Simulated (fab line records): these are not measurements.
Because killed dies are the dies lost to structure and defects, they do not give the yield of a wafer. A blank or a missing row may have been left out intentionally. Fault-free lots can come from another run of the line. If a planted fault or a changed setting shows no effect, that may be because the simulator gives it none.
Comparing a struck lot with a sound one || flow nand harc || 23 out of 1302 route steps
Sound: the wafers L112.2, L112.3, L112.4. Wafers L119.3, L119.4, L119.5 were the ones struck. The cause is given at the end.
At each step with rows: each side's tool, then ch and its chambers, then its first start. Under that, the readings that differ: sound wafers || struck wafers || difference of the means || sigmas: that difference in standard deviations of wafers without a fault.
alike: same words and numbers on both sides, and readings whose means sit less than 2 such deviations apart. not compared: any withheld reading, any reading some wafer has no value for, any bound like >300 that may hide the same value, and any number with overlapping values for which the record gives no deviation.
A row with sigmas, a row that says differs or no value, or rows on one side alone: a step with any of these is where the two part. Numbers that don't overlap but have no deviation are shown without sigmas and don't part them. Lack of a reading on every wafer of one side parts them only where that side has two or more wafers.

NHARC_A_WL_FILL_CVD_03: deposits W, target thk 40 nm, time 279 s.
  sound on cvd w-01 ch 0,1, day 20 20:34; struck on cvd w-01 ch 0,1, day 24 18:05
  alike: heater power w, throttle valve pct
then, 2 steps without rows for these wafers: NHARC_A_WL_FILL_ETCHBACK_04 (etches the open film in NF3, target depth 60 nm, time 120 s); NHARC_A_WL_FILL_ETCHBACK_05 (etches the open film in Cl2/BCl3, target depth 22 nm, time 60 s).
NHARC_A_WL_FILL_STRIP_27: strips in N2/H2, time 20 s.
  sound on plasma asher-02 ch 0,1, day 20 21:19; struck on plasma asher-02 ch 0,1, day 24 18:47
  alike: drypump motor current A, heater power w
  not compared: rf hours counter h
then, 4 steps without rows for these wafers: NHARC_A_WL_FILL_STRIP_28 (strips in post etch residue remover, time 1200 s); NHARC_A_WL_FILL_PRECLEAN_06 (cleans in DIW, time 300 s); NHARC_A_WL_FILL_SRD_07; NHARC_A_WL_FILL_ANNEAL_08 (time 1800 s).
NHARC_A_WL_FILL_ALD_10: deposits SiO2, target thk 50 nm, pulse time 10 s, ald cycles 500.
  sound on ald hk-01 ch 0,2,3, day 21 05:31; struck on ald hk-01 ch 0,2,3, day 25 02:08
  alike: heater power w, precursor pulse height rel
then, 1 step without rows for these wafers: NHARC_A_WL_FILL_ETCHBACK_16 (etches the open film in C4F8/O2/Ar, target depth 120 nm, time 24 s).
NHARC_A_WL_FILL_STRIP_29: strips in O2, time 20 s.
  sound on rie diel-04 ch 0,1,2, day 21 10:11; struck on rie diel-04 ch 1,3, day 25 05:51
  alike: drypump motor current A, o2 flow sccm, oes product au, rf vpp V, showerhead plenum p Torr, throttle valve pct
  not compared: rf hours counter h
NHARC_A_WL_FILL_ETCHBACK_17: etches the open film in Cl2/BCl3, target depth 4 nm, time 26.7 s.
  sound on rie metal-03 ch 0,1, day 21 10:17; struck on rie metal-03 ch 0,1, day 25 05:58
  alike: drypump motor current A, oes product au
  not compared: rf hours counter h
then, 6 steps without rows for these wafers: NHARC_A_WL_FILL_PRECLEAN_18 (cleans in dHF, time 30 s); NHARC_A_WL_FILL_SRD_21; NHARC_A_WL_FILL_CVD_23 (deposits poly-Si, target thk 40 nm, time 800 s); NHARC_A_WL_FILL_ETCHBACK_26 (etches the open film in HBr, target depth 52 nm, time 13.3 s); NHARC_A_WL_FILL_PRECLEAN_30 (cleans in dHF, time 10 s); NHARC_A_WL_FILL_SRD_14.
NHARC_A_WL_FILL_ALD_19: deposits TiN, target thk 2 nm, pulse time 3 s, ald cycles 100.
  sound on ald metal-02 ch 0,1,2, day 21 15:46; struck on ald metal-04 ch 0,1,2, day 25 11:28
  alike: heater power w, precursor pulse height rel
then, 3 steps without rows for these wafers: NHARC_A_WL_FILL_CVD_20 (deposits W, target thk 100 nm, time 74 s); NHARC_A_WL_FILL_CMP_12 (polishes, t overpolish 30 s, target thk 100 nm); NHARC_A_WL_FILL_SRD_31.
-- record jumps: 4 days between struck wafers' starts before vs after; left off in module A_WL_FILL, resumes in module END, first step shown is number 1302 of the route --
NHARC_END_SORT_01:
  the record has rows for the struck wafers here (prober-02 ch 0, day 29 18:47) and none for the sound ones

WHERE THEY PART
At NHARC_END_SORT_01 and nowhere else, as far as this record goes.

WHY: the cause the simulator had injected
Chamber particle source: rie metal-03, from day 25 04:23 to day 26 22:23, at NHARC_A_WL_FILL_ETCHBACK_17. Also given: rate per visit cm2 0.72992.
